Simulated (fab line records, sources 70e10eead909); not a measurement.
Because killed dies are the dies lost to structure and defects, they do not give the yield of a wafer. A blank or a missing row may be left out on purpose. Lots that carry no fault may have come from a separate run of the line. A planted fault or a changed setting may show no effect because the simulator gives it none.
fab line records	flow nand-harc
record: lots: 6	wafers: 18	last-day: 31
route steps=1302 shown P_GATE@199 END@1302
lots that met no fault: from a run of the same line without faults
start-h: hours from the record's opening day to when the first of the lot's shown wafers began	wait-h: hours from the lot's prior step to this one	" identical to the entry in the row above	L1.1+2: a single row standing in for several wafers	- either no value or no given start	* or withheld: withheld	< > ~ a bound
route shown NAME@n: a module of which the file shows steps, and the number in the route of the first	usual: average and standard deviation across the fault-free wafers	same: alike in all rows	chamber/n: place in a boat	sites: per-site readings	_std_site: the standard deviation of these	_edge_site: inner sites' mean taken away from outer sites' mean	radius-mm: for every site, how far away it sits from the centre of the wafer	mask NAME#n: copy n	behind: tool/chamber where the wafer was last shaped	hold: cause of the lot's hold/its duration in hours/its outcome	device: whichever transistor did not switch (one of n, p or np)	end of line: the tests these same wafers got at the end of their route	for a step that has no rows: nothing shown but its recipe	killed: at the first sort, the dies lost to defects and structure; wafer yield is something else	map: a wafer's dies, x killed, . not, _ none there
set.NAME: the run value of the setting; set.NAME@STEP: its run value at that earlier step	model.NAME: the simulator's own value behind a step, which no gauge read
lots seen at some steps along the route; tables by step, rows by wafer
services: from which hour (start-h, from the record's first day; less than 0 if before it) a tool's chamber was out of use, for how many hours, and why
== steps ==
step: NHARC_P_GATE_DEVELOP_90
recipe: time-s: 70
step: NHARC_P_GATE_CD_MEAS_91
recipe: target-cd-nm: 2000	landing-energy-ev: 500
usual: cd-nm: 1999.8/1.9
lot.wafer	tool	chamber	start-h	wait-h	cd-nm
L176.3	cd-sem-03	0	118.92	-	2001.3
L176.4	"	0	"	"	1997.6
L176.5	"	0	"	"	1999.6
L177.1	cd-sem-01	0	124.04	-	2000.5
L177.5	"	0	"	"	2000.5
L177.6	"	0	"	"	1996.4
L180.1	cd-sem-03	0	154.90	-	2001.0
L180.4	"	0	"	"	1998.0
L180.5	"	0	"	"	2002.0
L181.3	cd-sem-02	0	159.74	-	1998.9
L181.4	"	0	"	"	2002.6
L181.6	"	0	"	"	2001.2
L182.1	cd-sem-01	0	175.82	-	2001.8
L182.2	"	0	"	"	2003.9
L182.4	"	0	"	"	1999.3
L194.2	cd-sem-02	0	293.95	-	1998.5
L194.3	"	0	"	"	2001.6
L194.4	"	0	"	"	2001.0
step: NHARC_P_GATE_HARDBAKE_92
recipe: temp-c: 125	time-s: 80
step: NHARC_P_GATE_DESCUM_93
recipe: time-s: 3	o2-flow-sccm: 200	ar-flow-sccm: 0	bias-power-w: 0	chemistry: O2
usual: chamber-pressure-mTorr: 60.00/0.058	drypump-motor-current-A: 5.6/0.35	oes-product-au: 0.998/0.0099	rf-vpp-V: 57.7/0.94	showerhead-plenum-p-Torr: 1.89/0.071	throttle-valve-pct: 11.310/0.01
lot.wafer	tool	chamber	start-h	wait-h	chamber-pressure-mTorr	drypump-motor-current-A	oes-product-au	rf-hours-counter-h	rf-vpp-V	showerhead-plenum-p-Torr	throttle-valve-pct
L176.3	rie-diel-02	2	119.08	-	60.02	5.4	1.003	4	57.1	1.87	11.305
L176.5	"	2	"	"	59.94	5.4	0.994	-	56.9	1.87	11.315
L176.4	"	1	"	"	60.05	5.7	0.990	-	57.9	1.89	11.326
L177.1	rie-diel-02	1	124.24	-	60.01	5.7	0.999	4	58.0	1.89	11.329
L177.5	"	2	"	"	60.02	5.5	1.001	-	57.3	1.87	11.309
L177.6	"	3	"	"	60.01	5.8	0.996	-	57.5	1.90	11.307
L180.4	rie-diel-09	3	155.07	-	60.04	5.7	0.993	0	56.4	1.93	11.318
L180.1	"	1	"	"	59.96	5.1	0.994	0	57.4	2.05	11.314
L180.5	"	2	"	"	59.97	6.4	1.014	-	58.5	2.01	11.304
L181.3	rie-diel-09	2	159.90	-	59.99	6.4	0.997	0	58.5	2.01	11.302
L181.4	"	3	"	"	60.06	5.7	1.001	0	58.8	1.93	11.316
L181.6	"	1	"	"	59.93	5.1	0.980	-	58.4	2.05	11.324
L182.1	rie-diel-02	0	176.02	-	60.08	5.5	1.014	4	55.6	1.79	11.318
L182.2	"	1	"	"	60.01	5.7	0.989	7	57.9	1.89	11.289
L182.4	"	1	"	"	59.97	5.7	0.987	-	58.1	1.89	11.297
L194.2	rie-diel-09	3	294.12	-	60.01	5.7	1.003	6	57.6	1.93	11.309
L194.4	"	0	"	"	60.06	5.1	0.997	7	56.2	1.84	11.308
L194.3	"	1	"	"	60.05	5.1	0.998	9	59.6	2.05	11.307
step: NHARC_P_GATE_IMPLANT_94
recipe: energy-kev: 60	dose-cm2: 2e+15	tilt-deg: 7
step: NHARC_P_GATE_STRIP_113
recipe: power-w: 1500	temp-c: 110	time-s: 740	chemistry: N2/H2
step: NHARC_P_GATE_STRIP_95
recipe: power-w: 1500	temp-c: 250	chemistry: O2
usual: drypump-motor-current-A: 5.7/0.53	heater-power-w: 306/26
lot.wafer	tool	chamber	start-h	wait-h	drypump-motor-current-A	heater-power-w	rf-hours-counter-h
L176.3	plasma-asher-02	0	120.21	0.4	5.9	269	-
L176.4	"	1	"	"	6.2	331	-
L176.5	"	1	"	"	6.2	327	-
L177.1	plasma-asher-01	1	125.32	0.5	5.9	341	27
L177.6	"	0	"	"	4.8	305	-
L177.5	"	1	"	"	5.9	347	-
L180.1	plasma-asher-01	1	156.16	0.6	5.8	335	33
L180.4	"	1	"	"	5.8	345	-
L180.5	"	0	"	"	4.8	311	-
L181.3	plasma-asher-01	0	160.99	0.4	4.8	303	-
L181.4	"	1	"	"	5.9	339	-
L181.6	"	0	"	"	4.8	305	-
L182.2	plasma-asher-02	0	177.11	0.6	5.9	266	23
L182.1	"	1	"	"	6.1	336	23
L182.4	"	1	"	"	6.2	330	-
L194.2	plasma-asher-02	0	295.26	0.5	5.9	256	7
L194.3	"	1	"	"	6.2	310	-
L194.4	"	0	"	"	5.9	265	-
step: NHARC_P_GATE_STRIP_96
recipe: time-s: 900	temp-c: 130	chemistry: SPM
step: NHARC_P_GATE_RTA_64
recipe: temp-c: 1050	time-s: 1
usual: lamp-power-pct: 34.8/2	lamp_zone_1_pct: 34.8/2	wafer_temp_C_max: 1053.7/1
lot.wafer	tool	chamber	start-h	wait-h	lamp-power-pct	lamp_zone_1_pct	wafer_temp_C_max
L176.3	rtp-anneal-01	0	120.81	-	36.1	36.0	1054.3
L176.4	"	0	"	"	36.0	36.0	1052.7
L176.5	"	0	"	"	36.0	36.0	1053.0
L177.1	rtp-anneal-01	0	125.87	-	36.1	36.1	1052.0
L177.5	"	0	"	"	36.0	36.1	1052.7
L177.6	"	0	"	"	36.0	36.1	1053.2
L180.1	rtp-anneal-02	0	156.72	-	31.6	31.6	1054.6
L180.4	"	0	"	"	31.6	31.7	1055.5
L180.5	"	0	"	"	31.6	31.7	1053.6
L181.3	rtp-anneal-02	0	161.59	-	31.7	31.7	1055.8
L181.4	"	0	"	"	31.7	31.7	1054.5
L181.6	"	0	"	"	31.7	31.7	1055.7
L182.1	rtp-anneal-02	0	177.67	-	31.6	31.7	1054.2
L182.2	"	0	"	"	31.6	31.7	1054.2
L182.4	"	0	"	"	31.6	31.7	1054.6
L194.2	rtp-anneal-01	0	295.84	-	36.1	36.1	1052.9
L194.3	"	0	"	"	36.1	36.1	1052.0
L194.4	"	0	"	"	36.0	36.1	1052.0
step: NHARC_P_GATE_ETCH_77
recipe: target-depth-a: 60	chemistry: dHF	material: SiO2
step: NHARC_P_GATE_DEGAS_109
recipe: temp-c: 300	time-s: 60
step: NHARC_P_GATE_PRE_CLEAN_110
recipe: time-s: 30	bias-v: 200	gas: Ar
step: NHARC_P_GATE_SPUTTER_78
recipe: target-thk-a: 100	material: Ni
lot.wafer	tool	chamber	start-h	wait-h
L176.3+4+5	pvd-sputter-01	-	121.16	-
L177.1+6+5	pvd-sputter-01	-	126.30	-
L180.1+4+5	pvd-sputter-02	-	157.14	-
L181.3+4+6	pvd-sputter-02	-	161.94	-
L182.2+1+4	pvd-sputter-02	-	178.07	-
L194.4+3+2	pvd-sputter-01	-	296.21	-
step: NHARC_P_GATE_SPUTTER_79
recipe: target-thk-a: 100	material: TiN
step: NHARC_P_GATE_RTA_80
recipe: temp-c: 300	time-s: 30
usual: wafer_temp_C_max: 301.2/0.39
lot.wafer	tool	chamber	start-h	wait-h	wafer_temp_C_max
L176.3	rtp-anneal-02	0	121.42	-	301.2
L176.4	"	0	"	"	301.2
L176.5	"	0	"	"	301.8
L177.1	rtp-anneal-02	0	126.47	-	302.5
L177.5	"	0	"	"	302.0
L177.6	"	0	"	"	301.6
L180.1	rtp-anneal-02	0	157.32	-	301.5
L180.4	"	0	"	"	301.2
L180.5	"	0	"	"	301.0
L181.3	rtp-anneal-02	0	162.20	-	301.5
L181.4	"	0	"	"	301.3
L181.6	"	0	"	"	301.8
L182.1	rtp-anneal-02	0	178.27	-	301.0
L182.2	"	0	"	"	301.5
L182.4	"	0	"	"	301.6
L194.2	rtp-anneal-02	0	296.44	-	301.0
L194.3	"	0	"	"	301.4
L194.4	"	0	"	"	301.7
step: NHARC_P_GATE_STRIP_67
recipe: time-s: 600	temp-c: 130	chemistry: SPM
step: NHARC_P_GATE_RTA_82
recipe: temp-c: 450	time-s: 30
usual: lamp-power-pct: 3.88/0.24	lamp_zone_1_pct: 3.88/0.24	wafer_temp_C_max: 451.9/0.49
lot.wafer	tool	chamber	start-h	wait-h	lamp-power-pct	lamp_zone_1_pct	wafer_temp_C_max
L176.3	rtp-anneal-01	0	121.88	-	4.23	4.22	451.6
L176.4	"	0	"	"	4.22	4.22	451.9
L176.5	"	0	"	"	4.22	4.22	451.1
L177.1	rtp-anneal-02	0	126.93	-	3.71	3.71	452.2
L177.5	"	0	"	"	3.71	3.70	452.4
L177.6	"	0	"	"	3.71	3.71	452.6
L180.1	rtp-anneal-01	0	157.77	-	4.22	4.22	450.9
L180.4	"	0	"	"	4.22	4.22	451.7
L180.5	"	0	"	"	4.22	4.22	451.1
L181.3	rtp-anneal-01	0	162.66	-	4.22	4.22	451.4
L181.4	"	0	"	"	4.21	4.21	451.4
L181.6	"	0	"	"	4.22	4.22	451.9
L182.1	rtp-anneal-02	0	178.72	-	3.71	3.71	452.0
L182.2	"	0	"	"	3.71	3.71	452.6
L182.4	"	0	"	"	3.71	3.70	451.9
L194.2	rtp-anneal-02	0	296.90	-	3.71	3.71	451.5
L194.3	"	0	"	"	3.71	3.70	452.2
L194.4	"	0	"	"	3.71	3.71	451.0
step: NHARC_P_GATE_INSPECT_68
usual: raw-defect-count: 201/81
lot.wafer	tool	chamber	start-h	wait-h	raw-defect-count
L176.3	defect-inspect-02	-	122.02	0.1	401
L176.4	"	-	"	"	250
L176.5	"	-	"	"	361
L177.1	defect-inspect-01	-	127.13	0.2	135
L177.5	"	-	"	"	244
L177.6	"	-	"	"	255
L180.1	defect-inspect-02	-	157.97	0.2	173
L180.4	"	-	"	"	111
L180.5	"	-	"	"	186
L181.3	defect-inspect-01	-	162.80	0.1	196
L181.4	"	-	"	"	227
L181.6	"	-	"	"	192
L182.1	defect-inspect-01	-	178.92	0.2	175
L182.2	"	-	"	"	213
L182.4	"	-	"	"	319
L194.2	defect-inspect-01	-	297.07	0.1	239
L194.3	"	-	"	"	142
L194.4	"	-	"	"	177
step: NHARC_END_SORT_01
recipe: temp-c: 25
usual: killed-at-array: 55/20	killed-at-other: 0.7/0.96	killed-at-periphery: 4.1/2.4	killed-dies: 60/20	killed-open: 3.3/1.9	killed-short: 2.8/1.6
same: gross-dies: 677
lot.wafer	tool	chamber	start-h	wait-h	hold	killed-at-array	killed-at-other	killed-at-periphery	killed-dies	killed-open	killed-short
L177.1	prober-02	0	576.87	2.5	-	19	1	4	24	1	1
L177.5	prober-02	0	580.10	3.7	-	18	2	1	21	2	1
L177.6	prober-02	0	580.91	4.0	-	18	1	2	21	1	2
L176.3	prober-01	0	577.29	3.1	-	65	0	7	72	2	2
L176.4	prober-01	0	578.11	3.4	-	55	0	7	62	2	0
L176.5	prober-01	0	578.92	3.7	-	65	0	6	71	8	2
L180.1	prober-02	0	607.09	2.5	-	43	2	6	51	5	1
L180.4	prober-02	0	609.51	3.4	-	57	1	4	62	0	2
L180.5	prober-02	0	610.32	3.7	-	46	0	3	49	2	3
L181.3	prober-01	0	608.66	3.1	await-dispo/4.3h/scrap	78	0	566	644	2	4
L181.4	prober-01	0	609.46	3.4	await-dispo/4.3h/scrap	93	0	542	635	2	3
L181.6	prober-01	0	611.06	4.0	await-dispo/4.3h/scrap	80	1	556	637	5	4
L182.1	prober-01	0	621.16	2.5	await-dispo/2.3h/scrap	62	0	599	661	5	4
L182.2	prober-01	0	621.93	2.8	await-dispo/2.3h/scrap	60	0	586	646	1	0
L182.4	prober-01	0	623.49	3.3	await-dispo/2.3h/scrap	73	0	570	643	5	5
L194.2	prober-01	0	748.93	2.8	-	89	0	3	92	3	0
L194.3	prober-01	0	749.73	3.1	-	80	0	8	88	3	2
L194.4	prober-01	0	750.54	3.4	-	88	0	2	90	2	4
killed by level:class
L177.1 A_CHANNEL_HOLE_D2:chamber-film-flake=9 P_M1:chamber-film-flake=4 A_CONTACT:chamber-film-flake=4 A_CHANNEL_FILL_D2:geometric-particle:open=1 A_WL_FILL:geometric-particle:short=1 A_DECK1_JOINT:chamber-film-flake=1 A_STAIRCASE:chamber-film-flake=1 A_WL_FILL:chamber-film-flake=1
L176.3 A_CHANNEL_HOLE_D1:chamber-film-flake=28 A_CHANNEL_HOLE_D2:chamber-film-flake=22 A_STAIRCASE:chamber-film-flake=4 A_BONDPAD:chamber-film-flake=4 P_GATE:chamber-film-flake=3 P_M1:chamber-film-flake=3 A_WL_FILL:chamber-film-flake=2 P_CONTACT:geometric-particle:open=1
L176.4 A_CHANNEL_HOLE_D2:chamber-film-flake=27 A_CHANNEL_HOLE_D1:chamber-film-flake=18 A_BONDPAD:chamber-film-flake=6 P_GATE:chamber-film-flake=3 P_M1:chamber-film-flake=3 A_CONTACT:chamber-film-flake=3 P_M1:geometric-particle:open=1 A_CHANNEL_FILL_D1:geometric-particle:open=1
L176.5 A_CHANNEL_HOLE_D1:chamber-film-flake=26 A_CHANNEL_HOLE_D2:chamber-film-flake=21 A_M0:geometric-particle:open=4 P_M1:chamber-film-flake=4 A_STAIRCASE:chamber-film-flake=3 P_GATE:chamber-film-flake=2 A_CONTACT:chamber-film-flake=2 A_CHANNEL_FILL_D1:geometric-particle:short=1
L177.5 A_CONTACT:chamber-film-flake=7 A_CONTACT:unspecified=4 A_CHANNEL_HOLE_D2:chamber-film-flake=3 A_CHANNEL_HOLE_D1:geometric-particle:open=1 A_CHANNEL_FILL_D1:geometric-particle:short=1 A_M1:geometric-particle:open=1 P_M1:chamber-film-flake=1 A_CHANNEL_HOLE_D1:chamber-film-flake=1
L177.6 A_CHANNEL_HOLE_D2:chamber-film-flake=7 A_CHANNEL_HOLE_D1:chamber-film-flake=3 A_STAIRCASE:chamber-film-flake=3 A_CONTACT:unspecified=2 P_M0:geometric-particle:short=1 A_M0:geometric-particle:short=1 A_M0:geometric-particle:open=1 P_M1:chamber-film-flake=1
L180.1 A_CHANNEL_HOLE_D2:chamber-film-flake=31 A_CHANNEL_HOLE_D1:chamber-film-flake=4 P_M0:geometric-particle:open=2 P_GATE:chamber-film-flake=2 A_CONTACT:chamber-film-flake=2 THIN_TSV:chamber-film-flake=2 P_CONTACT:geometric-particle:open=1 A_ONON_D1:geometric-particle:open=1
L181.3 P_GATE:area-sputter=565 A_CHANNEL_HOLE_D1:chamber-film-flake=31 A_SLIT:chamber-film-flake=19 A_CHANNEL_HOLE_D2:chamber-film-flake=9 A_CONTACT:chamber-film-flake=5 A_STAIRCASE:chamber-film-flake=3 A_WL_FILL:chamber-film-flake=2 A_CHANNEL_FILL_D1:geometric-particle:short=1
L181.4 P_GATE:area-sputter=540 A_CHANNEL_HOLE_D1:chamber-film-flake=34 A_SLIT:chamber-film-flake=24 A_CONTACT:chamber-film-flake=14 A_CHANNEL_HOLE_D2:chamber-film-flake=11 A_CHANNEL_FILL_D2:chamber-film-flake=3 P_STI:geometric-particle:open=1 A_ONON_D1:geometric-particle:short=1
L180.4 A_CHANNEL_HOLE_D2:chamber-film-flake=37 A_CONTACT:chamber-film-flake=5 P_GATE:chamber-film-flake=4 A_CHANNEL_HOLE_D1:chamber-film-flake=3 A_M1:chamber-film-flake=3 A_ZERO_WELL:chamber-film-flake=2 A_DECK1_JOINT:chamber-film-flake=2 A_STAIRCASE:chamber-film-flake=2
L180.5 A_CHANNEL_HOLE_D2:chamber-film-flake=30 A_CHANNEL_HOLE_D1:chamber-film-flake=3 A_CONTACT:chamber-film-flake=3 A_ONON_D1:geometric-particle:short=2 P_GATE:chamber-film-flake=2 A_DECK1_JOINT:chamber-film-flake=2 A_STAIRCASE:chamber-film-flake=2 P_M1:geometric-particle:short=1
L181.6 P_GATE:area-sputter=554 A_CHANNEL_HOLE_D1:chamber-film-flake=32 A_SLIT:chamber-film-flake=17 A_CHANNEL_HOLE_D2:chamber-film-flake=9 A_CONTACT:chamber-film-flake=5 A_STAIRCASE:chamber-film-flake=3 A_WL_FILL:chamber-film-flake=3 A_WL_FILL:geometric-particle:short=2
L182.1 P_GATE:area-sputter=597 A_CHANNEL_HOLE_D2:chamber-film-flake=29 A_SLIT:chamber-film-flake=19 A_CHANNEL_HOLE_D1:chamber-film-flake=3 A_DECK1_JOINT:geometric-particle:short=2 A_CHANNEL_FILL_D2:geometric-particle:open=2 A_CONTACT:geometric-particle:open=2 P_M0:geometric-particle:open=1
L182.2 P_GATE:area-sputter=582 A_CHANNEL_HOLE_D2:chamber-film-flake=24 A_SLIT:chamber-film-flake=23 A_STAIRCASE:chamber-film-flake=4 A_CONTACT:chamber-film-flake=3 P_ZERO_WELL:chamber-film-flake=2 P_BONDPAD:chamber-film-flake=2 A_CHANNEL_HOLE_D1:chamber-film-flake=2
L182.4 P_GATE:area-sputter=567 A_SLIT:chamber-film-flake=29 A_CHANNEL_HOLE_D2:chamber-film-flake=26 A_WL_FILL:geometric-particle:open=2 P_BONDPAD:chamber-film-flake=2 A_WL_FILL:chamber-film-flake=2 A_CONTACT:chamber-film-flake=2 A_ONON_D1:geometric-particle:open=1
L194.2 A_CHANNEL_HOLE_D1:chamber-film-flake=29 A_SLIT:chamber-film-flake=29 A_CHANNEL_HOLE_D2:chamber-film-flake=23 A_CONTACT:chamber-film-flake=4 P_GATE:chamber-film-flake=2 A_SOURCE_PLATE:geometric-particle:open=1 A_CHANNEL_HOLE_D1:geometric-particle:open=1 A_DECK1_JOINT:geometric-particle:open=1
L194.3 A_CHANNEL_HOLE_D2:chamber-film-flake=28 A_SLIT:chamber-film-flake=23 A_CHANNEL_HOLE_D1:chamber-film-flake=22 P_GATE:chamber-film-flake=4 A_CONTACT:chamber-film-flake=3 P_GATE:geometric-particle:open=2 A_STAIRCASE:chamber-film-flake=2 P_M0:geometric-particle:open=1
L194.4 A_SLIT:chamber-film-flake=28 A_CHANNEL_HOLE_D1:chamber-film-flake=28 A_CHANNEL_HOLE_D2:chamber-film-flake=22 A_CONTACT:chamber-film-flake=3 A_STAIRCASE:chamber-film-flake=2 P_M0:geometric-particle:short=1 A_CHANNEL_FILL_D1:geometric-particle:short=1 A_DECK1_JOINT:geometric-particle:open=1
map L181.3 (x killed, . not)
____________x____________
_________xxxxxxx_________
_______.xxxxxxxxxx_______
______xxxxxxxxxxxxx______
_____xxxxxxxxxxxxxxx_____
____xxxxxxxxxxxxxxxxx____
____xxxxxxxxxxxxxxxxx____
___xxxxxxxxxxxxxxxxxxx___
___xxxxxxxxxxxxxxxxxxx___
__xxxxxxxxxxxxxxxxxxxxx__
__xxxxxxxxxxxxxxxxxxxx.__
_xxxxxxxxxxxxxxxxxxxxxxx_
_xxxxxxxxxxxxxxxxxxxxxx._
_xxxxxxxxxxxxxxxxxxxxxxx_
_xxxxxxxxxxxxxxxxxxxxxxx_
_xxxxxxxxxxxxxxxxxxxxxxx_
xxxxxxxxxxxxxxxxxxxxxxxxx
xxxxxxxxxxxxxxxxxxxxxxxxx
xxxxxxxxxxxxxxxxxxxxxxxxx
xxxxxxxxxxxxxxxxxxxxxx.xx
xxxxxxxxxxxxxxxxxxxxxxx..
_xxxxxxxxxxxxxxxxxxxxxxx_
_xxxxxxxxxxxxxxxxxxxxxx._
_xxxxxxxxxxxxxxxxxxxxxxx_
_xxxxxxxxxxxxxxxxxxxxxx._
_xxxxxxxxxxxxxxxxxxxxxx._
__xxxxxxxxxxxxxxxxxx.xx__
__xxxxxxxxxxxxxxx.xxx.x__
___xx.xxxxxxxxxxxxxxxx___
___xxxxxxxxxxxxxxxx.x.___
____xxxxxxxxxxxxxxxx.____
____xxxxxxxxx.xxxxx.x____
_____.xxxxxxxxxxx..._____
______.xxx.xxxxxxx.______
_______.xx.xxx.x.._______
_________.xxx.x._________
____________x____________
map L182.1 (x killed, . not)
____________x____________
_________xxxxxxx_________
_______..xxxx.xxx._______
______xxxx.xxxxxx.x______
_____x.xxxxxxxxxxxxx_____
____xxxxxxxxxxxxxxxxx____
____xxxxxxxxxxxxxxxxx____
___x.xxxxxxxxxxxxxxxxx___
___xxxxxxxxxxxxxx.xxxx___
__xxxxxxxxxxxxxxxxxxxxx__
__.xxxxxxxxxxxxxxxxxxxx__
_xxxxxxxxxxxxxxxxxxxxxxx_
_x.xxxxxxxxxxxxxxxxxxxxx_
_xxxxxxxxxxxxxxxxxxxxxxx_
_xxxxxxxxxxxxxxxxxxxxxxx_
_.xxxxxxxxxxxxxxxxxxxxxx_
xxxxxxxxxxxxxxxxxxxxxxxxx
xxxxxxxxxxxxxxxxxxxxxxxxx
xxxxxxxxxxxxxxxxxxxxxxxxx
xxxxxxxxxxxxxxxxxxxxxxxxx
x.xxxxxxxxxxxxxxxxxxxxxxx
_xx.xxxxxxxxxxxxxxxxxxxx_
_xxxxxxxxxxxxxxxxxxxxxxx_
_.xxxxxxxxxxxxxxxxxxxxxx_
_xxxxxxxxxxxxxxxxxxxxxxx_
_xxxxxxxxxxxxxxxxxxxxxxx_
__xxxxxxxxxxxxxxxxxxxxx__
__.xxxxxxxxxxxxxxxxxxxx__
___xxxxxxxxxxxxxxxxxxx___
___xxxxxxxxxxxxxxxxxxx___
____xxxxxxxxxxxxxxxxx____
____xxxxxxxxxxxxxxxxx____
_____xxxxxxxxxxxxxxx_____
______xxxxxxxxxxxxx______
_______xxxxxxxxxxx_______
_________xxxxxxx_________
____________x____________
== services ==
tool	chamber	start-h	hours	kind
rie-diel-09	0	97.65	-	clean
rie-diel-09	1	97.65	-	clean
rie-diel-09	2	97.65	-	clean
rie-diel-09	3	97.65	-	clean
rie-diel-02	0	97.82	-	clean
rie-diel-02	1	97.82	-	clean
rie-diel-02	2	97.82	-	clean
rie-diel-02	3	97.82	-	clean
pvd-sputter-02	-	104.00	10.0	pm
rie-diel-09	1	126.39	13.9	repair
rie-diel-09	2	134.92	6.7	repair
pvd-sputter-01	-	141.20	0.8	repair
plasma-asher-01	-	165.00	9.0	pm
rie-diel-02	3	172.30	6.0	repair
rie-diel-09	3	190.44	5.8	repair
rie-diel-09	-	200.90	0.7	repair
rie-diel-02	-	216.82	9.0	pm
pvd-sputter-01	-	226.00	10.0	pm
plasma-asher-02	-	251.32	9.0	pm
rie-diel-09	-	260.27	0.2	repair
rie-diel-02	2	261.66	1.5	repair
pvd-sputter-02	-	273.81	3.4	repair
pvd-sputter-01	-	275.33	1.6	repair
pvd-sputter-02	-	282.00	10.0	pm
== key ==
first-sign: step: NHARC_END_SORT_01	reading: killed-at-periphery	direction: up	sigmas: 99+	usual: 4.1	struck: 569.8
effect: step: NHARC_END_SORT_01	reading: killed-dies	direction: up	sigmas: 30	usual: 60	struck: 644
more-kills-born-at: NHARC_P_GATE_SPUTTER_78@pvd-sputter-02: 3405
met-at NHARC_P_GATE_SPUTTER_78
struck-wafers L181.3,L181.4,L181.6,L182.1,L182.2,L182.4
later-rows-left-out L181.3,L181.4,L181.6,L182.1,L182.2,L182.4
tester-left-out L181,L182
onset-between 157.14 161.94
also-fits NHARC_P_GATE_RTA_64:rtp-anneal-02
fault: kind: skipped-step-whole	tool: pvd-sputter-02	chamber: -	onset-h: 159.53	steps: NHARC_P_GATE_SPUTTER_78	scope: struck-lots-only
tester-left-out: of these lots the tester's yield and bins aren't shown, on N5 and GAA mostly nor the transistor test; their killed dies are dies lost to structure and defects alone, not to doping, threshold or leakage, so they don't give the yield
later-rows-left-out: the simulator's readings of these wafers behind a module that went badly wrong aren't trusted and aren't shown, but for the sort
